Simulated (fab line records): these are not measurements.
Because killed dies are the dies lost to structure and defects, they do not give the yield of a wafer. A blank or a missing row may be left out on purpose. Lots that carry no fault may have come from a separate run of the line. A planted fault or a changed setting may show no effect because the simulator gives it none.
Which tool did it?	flow nandHarc	72 wafers from 24 lots sampled at 6 of the route's 1159 steps

## WHAT THE GAUGES READ, wafer by wafer
No reading from a measuring or inspecting step in the record can be judged against a usual standard deviation.

## WHAT TOOL EACH LOT RAN ON (gives the tool, then ch and the chambers of the sampled wafers, and finally the start)
lot	NHARC_A_STAIRCASE_TRIM_231	NHARC_A_STAIRCASE_ETCH_234	NHARC_A_STAIRCASE_HM_DEP_456	NHARC_A_STAIRCASE_ETCH_453	NHARC_A_STAIRCASE_ALD_420	NHARC_A_STAIRCASE_DEP_151
L075	rieDiel-08 ch 1,2,3, day 11 08:47 or earlier	rieDiel-08 ch 0,1, day 11 08:47 or earlier	aclDep-02 ch 0, day 11 08:47	rieDiel-08 ch 0,1, day 12 01:03 or earlier	aldHk-04 ch 1,2, day 12 01:03	pecvd-04 ch 1,2, day 12 09:19
L074	rieDiel-01 ch 1,2,3, day 11 10:00 or earlier	rieDiel-01 ch 0,2,3, day 11 10:00 or earlier	aclDep-02 ch 0, day 11 10:00	rieDiel-08 ch 0,1,2, day 12 01:04 or earlier	aldHk-02 ch 1,3, day 12 01:04	pecvd-03 ch 0,2, day 12 09:30
L077	rieDiel-01 ch 0,1,3, day 11 23:50 or earlier	rieDiel-01 ch 0,1,2, day 11 23:50 or earlier	aclDep-03 ch 0, day 11 23:50	rieDiel-08 ch 0,1,3, day 12 16:22 or earlier	aldHk-03 ch 0,2,3, day 12 16:22	pecvd-01 ch 0,1, day 13 00:34
L076	rieDiel-08 ch 1,2, day 12 01:35 or earlier	rieDiel-08 ch 0,1,3, day 12 01:35 or earlier	aclDep-01 ch 0, day 12 01:35	rieDiel-09 ch 1,2, day 12 16:51 or earlier	aldHk-04 ch 0,3, day 12 16:51	pecvd-03 ch 0,1,2, day 13 00:40
L078	rieDiel-09 ch 0,2,3, day 12 17:01 or earlier	rieDiel-09 ch 0,3, day 12 17:01 or earlier	aclDep-02 ch 0, day 12 17:01	rieDiel-09 ch 1,2, day 13 10:51 or earlier	aldHk-04 ch 2,3, day 13 10:51	pecvd-03 ch 0,1,2, day 13 19:10
L079	rieDiel-01 ch 2,3, day 12 17:52 or earlier	rieDiel-01 ch 0,1,2, day 12 17:52 or earlier	aclDep-01 ch 0, day 12 17:52	rieDiel-08 ch 0,3, day 13 10:49 or earlier	aldHk-03 ch 2,3, day 13 10:49	pecvd-04 ch 0,1,2, day 13 19:04
L080	rieDiel-01 ch 0,2,3, day 13 00:21 or earlier	rieDiel-01 ch 1,2,3, day 13 00:21 or earlier	aclDep-03 ch 0, day 13 00:21	rieDiel-08 ch 0,1, day 13 21:47 or earlier	aldHk-03 ch 0,1,2, day 13 21:47	pecvd-01 ch 0,2, day 14 07:00
L081	rieDiel-01 ch 2,3, day 13 11:11 or earlier	rieDiel-01 ch 0,3, day 13 11:11 or earlier	aclDep-02 ch 0, day 13 11:11	rieDiel-09 ch 1,2,3, day 14 07:37 or earlier	aldHk-03 ch 2,3, day 14 07:37	pecvd-01 ch 0,2, day 14 15:56
L082	rieDiel-01 ch 0,3, day 13 14:54 or earlier	rieDiel-01 ch 1,2,3, day 13 14:54 or earlier	aclDep-02 ch 0, day 13 14:54	rieDiel-08 ch 0,1, day 14 08:32 or earlier	aldHk-03 ch 0,3, day 14 08:32	pecvd-04 ch 0,1, day 14 15:56
L084	rieDiel-09 ch 0,3, day 13 20:38 or earlier	rieDiel-09 ch 1,2,3, day 13 20:38 or earlier	aclDep-03 ch 0, day 13 20:38	rieDiel-09 ch 1,2,3, day 14 15:28 or earlier	aldHk-02 ch 0,2,3, day 14 15:28	pecvd-04 ch 0,2, day 15 01:56
L083	rieDiel-09 ch 1,2,3, day 13 20:39 or earlier	rieDiel-09 ch 2,3, day 13 20:39 or earlier	aclDep-02 ch 0, day 13 20:39	rieDiel-08 ch 0,1, day 14 15:29 or earlier	aldHk-04 ch 2,3, day 14 15:29	pecvd-01 ch 0,1,2, day 15 01:51
L087	rieDiel-09 ch 0,1,2, day 14 18:44 or earlier	rieDiel-09 ch 0,2,3, day 14 18:44 or earlier	aclDep-02 ch 0, day 14 18:44	rieDiel-08 ch 1,2,3, day 15 10:40 or earlier	aldHk-03 ch 1,2,3, day 15 10:40	pecvd-01 ch 0,1,2, day 15 18:50
L085	rieDiel-08 ch 0,1, day 14 19:32 or earlier	rieDiel-08 ch 0,3, day 14 19:32 or earlier	aclDep-01 ch 0, day 14 19:32	rieDiel-08 ch 0,1,3, day 15 11:28 or earlier	aldHk-03 ch 2,3, day 15 11:28	pecvd-03 ch 0,2, day 15 19:00
L086	rieDiel-08 ch 0,3, day 14 19:48 or earlier	rieDiel-08 ch 2,3, day 14 19:48 or earlier	aclDep-03 ch 0, day 14 19:48	rieDiel-08 ch 0,1, day 15 13:56 or earlier	aldHk-02 ch 0,3, day 15 13:56	pecvd-04 ch 0,1,2, day 15 22:14
L089	rieDiel-08 ch 0,2,3, day 15 03:02 or earlier	rieDiel-08 ch 0,1,2, day 15 03:02 or earlier	aclDep-03 ch 0, day 15 03:02	rieDiel-09 ch 0,2,3, day 15 19:23 or earlier	aldHk-04 ch 0,3, day 15 19:23	pecvd-03 ch 0,1, day 16 03:46
L088	rieDiel-08 ch 0,1,3, day 15 03:28 or earlier	rieDiel-08 ch 0,1,3, day 15 03:28 or earlier	aclDep-02 ch 0, day 15 03:28	rieDiel-08 ch 1,2,3, day 15 19:23 or earlier	aldHk-02 ch 0,1,2, day 15 19:23	pecvd-04 ch 0,1,2, day 16 03:40
L091	rieDiel-09 ch 1,2,3, day 15 12:18 or earlier	rieDiel-09 ch 2,3, day 15 12:18 or earlier	aclDep-01 ch 0, day 15 12:18	rieDiel-08 ch 1,2,3, day 16 04:41 or earlier	aldHk-02 ch 0,1, day 16 04:41	pecvd-04 ch 1,2, day 16 12:56
L090	rieDiel-01 ch 0,1,2, day 15 13:32 or earlier	rieDiel-01 ch 0,2, day 15 13:32 or earlier	aclDep-01 ch 0, day 15 13:32	rieDiel-08 ch 0,1,3, day 16 08:11 or earlier	aldHk-03 ch 2,3, day 16 08:11	pecvd-03 ch 1,2, day 16 16:13
L092	rieDiel-09 ch 1,2,3, day 16 03:49 or earlier	rieDiel-09 ch 1,2,3, day 16 03:49 or earlier	aclDep-03 ch 0, day 16 03:49	rieDiel-08 ch 0,1,3, day 16 21:52 or earlier	aldHk-04 ch 0,2,3, day 16 21:52	pecvd-01 ch 1,2, day 17 06:08
L093	rieDiel-01 ch 0,1, day 16 10:17 or earlier	rieDiel-01 ch 0,2, day 16 10:17 or earlier	aclDep-01 ch 0, day 16 10:17	rieDiel-01 ch 0,2,3, day 17 04:38 or earlier	aldHk-02 ch 2,3, day 17 04:38	pecvd-03 ch 0,1, day 17 14:26
L096	rieDiel-01 ch 1,2,3, day 16 14:30 or earlier	rieDiel-01 ch 0,1,3, day 16 14:30 or earlier	aclDep-02 ch 0, day 16 14:30	rieDiel-09 ch 1,2,3, day 17 09:06 or earlier	aldHk-04 ch 0,3, day 17 09:06	pecvd-01 ch 1, day 17 17:44
L094	rieDiel-09 ch 1,2, day 16 15:34 or earlier	rieDiel-09 ch 0,1,2, day 16 15:34 or earlier	aclDep-03 ch 0, day 16 15:34	rieDiel-09 ch 2,3, day 17 08:28 or earlier	aldHk-03 ch 0,2, day 17 08:28	pecvd-04 ch 1,2, day 17 17:48
L095	rieDiel-08 ch 0,1,3, day 16 20:10 or earlier	rieDiel-08 ch 0,1,3, day 16 20:10 or earlier	aclDep-02 ch 0, day 16 20:10	rieDiel-01 ch 0,1,3, day 17 12:53 or earlier	aldHk-04 ch 0,1, day 17 12:53	pecvd-04 ch 0,1,2, day 17 21:12
L097	rieDiel-09 ch 0,1, day 17 14:54 or earlier	rieDiel-09 ch 0,1, day 17 14:54 or earlier	aclDep-03 ch 0, day 17 14:54	rieDiel-08 ch 0,2,3, day 18 08:55 or earlier	aldHk-04 ch 0,2,3, day 18 08:55	pecvd-03 ch 0,1, day 18 17:03
- NHARC_A_STAIRCASE_TRIM_231: chemistry O2, time 211.2 s.
- NHARC_A_STAIRCASE_ETCH_234: etches the open film in C4F8/O2, target depth 100 nm, time 40.5 s.
- NHARC_A_STAIRCASE_HM_DEP_456: deposits aC, target thk 1500 nm.
- NHARC_A_STAIRCASE_ETCH_453: etches the open film in CF4/O2, target depth 30 nm, overetch 3 nm, time 16.5 s.
- NHARC_A_STAIRCASE_ALD_420: deposits SiO2, target thk 20 nm, pulse time 6 s, ald cycles 200.
- NHARC_A_STAIRCASE_DEP_151: deposits SiO2, target thk 3800 nm.

## WHAT THE TOOLS THEMSELVES READ (means of the sampled wafers that have a number; where no wafer has one, the mark that the record gives instead)
NHARC_A_STAIRCASE_TRIM_231.
lot	tool	drypumpMotorCurrentA (A)	oesProductAu (a.u.)	rfVppV (V)	showerheadPlenumPTorr (Torr)	throttleValvePct (%)
L075	rieDiel-08	5.6	1.000	57.2	3.49	17.037
L074	rieDiel-01	5.4	0.992	57.9	3.69	17.039
L077	rieDiel-01	5.4	0.992	58.5	3.66	17.030
L076	rieDiel-08	5.5	1.002	57.7	3.54	17.039
L078	rieDiel-09	5.5	0.989	57.5	3.49	17.037
L079	rieDiel-01	5.2	1.004	57.4	3.64	17.042
L080	rieDiel-01	5.4	0.996	58.5	3.60	17.031
L081	rieDiel-01	5.2	0.994	58.3	3.64	17.039
L082	rieDiel-01	5.2	0.997	58.1	3.60	17.042
L084	rieDiel-09	5.3	0.992	57.7	3.51	17.041
L083	rieDiel-09	5.8	0.996	57.9	3.51	17.032
L087	rieDiel-09	5.4	1.005	56.7	3.45	17.040
L085	rieDiel-08	5.7	0.996	57.0	3.39	17.037
L086	rieDiel-08	5.8	0.999	58.4	3.32	17.045
L089	rieDiel-08	5.7	0.994	57.9	3.43	17.034
L088	rieDiel-08	5.7	0.991	57.4	3.38	17.035
L091	rieDiel-09	5.7	0.993	57.6	3.50	17.039
L090	rieDiel-01	5.6	0.997	57.6	3.63	17.036
L092	rieDiel-09	5.7	0.994	57.7	3.50	17.028
L093	rieDiel-01	5.6	0.999	58.2	3.68	17.042
L096	rieDiel-01	5.5	0.993	57.8	3.66	17.038
L094	rieDiel-09	5.6	1.002	57.8	3.46	17.034
L095	rieDiel-08	5.7	0.986	57.6	3.37	17.033
L097	rieDiel-09	5.4	0.999	58.1	3.48	17.052

NHARC_A_STAIRCASE_ETCH_234.
lot	tool	oesProductAu (a.u.)	rfVppV (V)
L075	rieDiel-08	0.931	893
L074	rieDiel-01	0.934	898
L077	rieDiel-01	0.956	900
L076	rieDiel-08	0.921	891
L078	rieDiel-09	0.948	896
L079	rieDiel-01	0.951	900
L080	rieDiel-01	0.937	901
L081	rieDiel-01	0.934	899
L082	rieDiel-01	0.945	901
L084	rieDiel-09	0.936	895
L083	rieDiel-09	0.929	897
L087	rieDiel-09	0.936	895
L085	rieDiel-08	0.930	888
L086	rieDiel-08	0.949	895
L089	rieDiel-08	0.921	894
L088	rieDiel-08	0.930	891
L091	rieDiel-09	0.945	893
L090	rieDiel-01	0.943	897
L092	rieDiel-09	0.935	894
L093	rieDiel-01	0.948	897
L096	rieDiel-01	0.947	899
L094	rieDiel-09	0.930	893
L095	rieDiel-08	0.935	890
L097	rieDiel-09	0.943	894

NHARC_A_STAIRCASE_HM_DEP_456.
lot	tool	throttleValvePct (%)
L075	aclDep-02	35.002
L074	aclDep-02	34.995
L077	aclDep-03	34.994
L076	aclDep-01	35.000
L078	aclDep-02	34.999
L079	aclDep-01	34.999
L080	aclDep-03	35.002
L081	aclDep-02	35.004
L082	aclDep-02	34.996
L084	aclDep-03	35.006
L083	aclDep-02	34.995
L087	aclDep-02	35.005
L085	aclDep-01	35.003
L086	aclDep-03	35.005
L089	aclDep-03	34.998
L088	aclDep-02	35.003
L091	aclDep-01	35.002
L090	aclDep-01	35.000
L092	aclDep-03	35.000
L093	aclDep-01	35.000
L096	aclDep-02	34.999
L094	aclDep-03	34.994
L095	aclDep-02	35.003
L097	aclDep-03	35.004

NHARC_A_STAIRCASE_ETCH_453.
lot	tool	drypumpMotorCurrentA (A)	oesProductAu (a.u.)	rfVppV (V)	showerheadPlenumPTorr (Torr)	throttleValvePct (%)
L075	rieDiel-08	5.65	0.989	197.2	1.29	13.399
L074	rieDiel-08	5.59	1.003	197.1	1.32	13.398
L077	rieDiel-08	5.67	0.980	196.6	1.28	13.392
L076	rieDiel-09	5.59	1.000	196.9	1.30	13.397
L078	rieDiel-09	5.58	1.000	197.2	1.32	13.392
L079	rieDiel-08	5.77	0.988	196.0	1.25	13.390
L080	rieDiel-08	5.68	0.985	197.6	1.28	13.401
L081	rieDiel-09	5.74	0.991	197.3	1.33	13.407
L082	rieDiel-08	5.67	0.997	197.4	1.28	13.397
L084	rieDiel-09	5.73	0.988	198.4	1.32	13.401
L083	rieDiel-08	5.55	0.995	197.0	1.30	13.408
L087	rieDiel-08	5.57	1.003	197.4	1.31	13.400
L085	rieDiel-08	5.67	0.997	197.9	1.27	13.393
L086	rieDiel-08	5.54	0.995	197.4	1.29	13.399
L089	rieDiel-09	5.53	1.006	198.1	1.31	13.395
L088	rieDiel-08	5.58	1.005	196.6	1.31	13.405
L091	rieDiel-08	5.59	0.993	197.3	1.31	13.393
L090	rieDiel-08	5.66	0.984	196.4	1.27	13.406
L092	rieDiel-08	5.66	0.994	196.0	1.27	13.395
L093	rieDiel-01	5.38	0.987	197.7	1.36	13.399
L096	rieDiel-09	5.74	0.995	198.1	1.32	13.392
L094	rieDiel-09	5.75	0.983	196.8	1.30	13.395
L095	rieDiel-01	5.36	0.998	197.9	1.38	13.400
L097	rieDiel-08	5.69	0.991	197.8	1.29	13.398

NHARC_A_STAIRCASE_ALD_420.
lot	tool	heaterPowerW (W)	precursorPulseHeightRel
L075	aldHk-04	533	0.987
L074	aldHk-02	459	0.995
L077	aldHk-03	494	0.986
L076	aldHk-04	501	0.999
L078	aldHk-04	517	1.010
L079	aldHk-03	487	1.020
L080	aldHk-03	491	0.998
L081	aldHk-03	484	0.997
L082	aldHk-03	462	1.005
L084	aldHk-02	447	1.020
L083	aldHk-04	515	0.992
L087	aldHk-03	489	0.989
L085	aldHk-03	489	0.990
L086	aldHk-02	461	1.003
L089	aldHk-04	507	1.003
L088	aldHk-02	413	0.985
L091	aldHk-02	410	1.011
L090	aldHk-03	531	1.007
L092	aldHk-04	504	1.021
L093	aldHk-02	427	1.006
L096	aldHk-04	490	1.012
L094	aldHk-03	528	1.015
L095	aldHk-04	498	1.012
L097	aldHk-04	505	0.998

NHARC_A_STAIRCASE_DEP_151.
lot	tool	heaterPowerW (W)
L075	pecvd-04	654
L074	pecvd-03	584
L077	pecvd-01	649
L076	pecvd-03	612
L078	pecvd-03	589
L079	pecvd-04	692
L080	pecvd-01	571
L081	pecvd-01	597
L082	pecvd-04	682
L084	pecvd-04	638
L083	pecvd-01	613
L087	pecvd-01	635
L085	pecvd-03	590
L086	pecvd-04	663
L089	pecvd-03	683
L088	pecvd-04	712
L091	pecvd-04	637
L090	pecvd-03	642
L092	pecvd-01	671
L093	pecvd-03	684
L096	pecvd-01	624
L094	pecvd-04	696
L095	pecvd-04	680
L097	pecvd-03	612

## THE ANSWER, worked out from the rows above alone
Rule: what is usual is taken from the lots themselves. The widest of any qualifying gaps counts: lots, ordered by their means at a reading, are off when they make up no more than a third of the lots, leave a main group of 4 or more, and stand apart from it by 3 or more times the standard deviation of that group's means. Not used: any main group whose means are identical at the precision the tables above print for the reading. A lot without any number at a reading at which 4 lots or more have one is off too. Any other lot the step has rows for is counted as sound. Order of review: gauges by route order, followed by the tools' own readings, for which a lot's mean as printed above is used. At the first step where some lot is off, the reading lying furthest off is the one used; lots without a number count as furthest.
No lot is off on any of the readings shown, so nothing can be concluded from this.

## WHAT THE SIMULATOR PUT IN
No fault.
